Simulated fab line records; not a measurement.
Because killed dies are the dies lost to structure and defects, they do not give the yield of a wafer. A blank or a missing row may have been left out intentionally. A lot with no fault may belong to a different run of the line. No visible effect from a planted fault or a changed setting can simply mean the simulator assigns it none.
3 desks, one fault :: flow n5_finfet :: numbers are kept per desk, each desk with only its own; the story behind them comes last

== METROLOGY DESK ==
What the gauges read for every lot (on any tool): the sampled wafers with a number, averaged. Any lot whose mean is over 4 standard deviations away from the usual mean is out of limits and marked OUT; that distance is given in the brackets.
Columns: A = cd_nm at N5_BEOL_M9_CD_MEAS_11, usual 64.2 nm; B = M9_OVL at N5_BEOL_M9_OVL_MEAS_12, usual -0.4 nm
lot: L960
first seen here: day 10 12:38
A: 64.1
B: -1.0

lot: L963
first seen here: day 11 22:38
A: 65.5
B: -1.1

lot: L972
first seen here: day 14 11:32
A: 63.9
B: 1.0

lot: L974
first seen here: day 14 15:22
A: 64.1
B: 0.0

lot: L977
first seen here: day 15 20:03
A: 64.0
B: -0.4
This desk's finding: nothing out of limits on any of the 5 lots.

== THE DEFECT DESK ==
For each lot, the counts of the inspections along the route, averaged over the sampled wafers that have a number. Any lot whose mean is over 4 standard deviations away from the usual mean is out of limits and marked OUT; that distance is given in the brackets.
Columns: A = raw_defect_count at N5_BEOL_M9_INSPECT_13, usual 387
lot: L960
first seen here: day 10 12:41
A: 529

lot: L963
first seen here: day 11 22:41
A: 480

lot: L972
first seen here: day 14 11:38
A: 377

lot: L974
first seen here: day 14 15:25
A: 327

lot: L977
first seen here: day 15 20:06
A: 353
This desk's finding: nothing out of limits on any of the 5 lots.

== TOOL OWNER'S DESK, rie_metal-02 ==
The tool's own readings at N5_BEOL_M9_HM_OPEN_17 (chemistry Cl2/BCl3, target TiN, target depth 20 nm, overetch 6 nm): means of the sampled wafers that have a number, for each lot that ran on this tool. Any lot whose mean is over 4 standard deviations away from the usual mean is out of limits and marked OUT; that distance is given in the brackets.
Columns: A = drypump_motor_current_A at N5_BEOL_M9_HM_OPEN_17, usual 5.6 A; B = mfc_ar_sccm at N5_BEOL_M9_HM_OPEN_17, usual 25.01 sccm; C = oes_product_au at N5_BEOL_M9_HM_OPEN_17, usual 0.64 a.u.; D = rf_fwd_power_W at N5_BEOL_M9_HM_OPEN_17, usual 992 W; E = throttle_valve_pct at N5_BEOL_M9_HM_OPEN_17, usual 22.21 %
lot: L963
first seen here: day 11 23:05
A: 5.5
B: 25.08
C: 0.53
D: 992
E: 22.24

lot: L972
first seen here: day 14 11:56
A: 5.7
B: 25.04
C: 0.63
D: 994
E: 22.18
This desk's finding: nothing out of limits on any of the 2 lots.

== PUT TOGETHER ==
The metrology desk saw nothing out of limits.
Nothing out of limits was seen by the defect desk.
The desk of the tool owner found nothing out of limits.

== WHAT WAS PUT IN BY THE SIMULATOR ==
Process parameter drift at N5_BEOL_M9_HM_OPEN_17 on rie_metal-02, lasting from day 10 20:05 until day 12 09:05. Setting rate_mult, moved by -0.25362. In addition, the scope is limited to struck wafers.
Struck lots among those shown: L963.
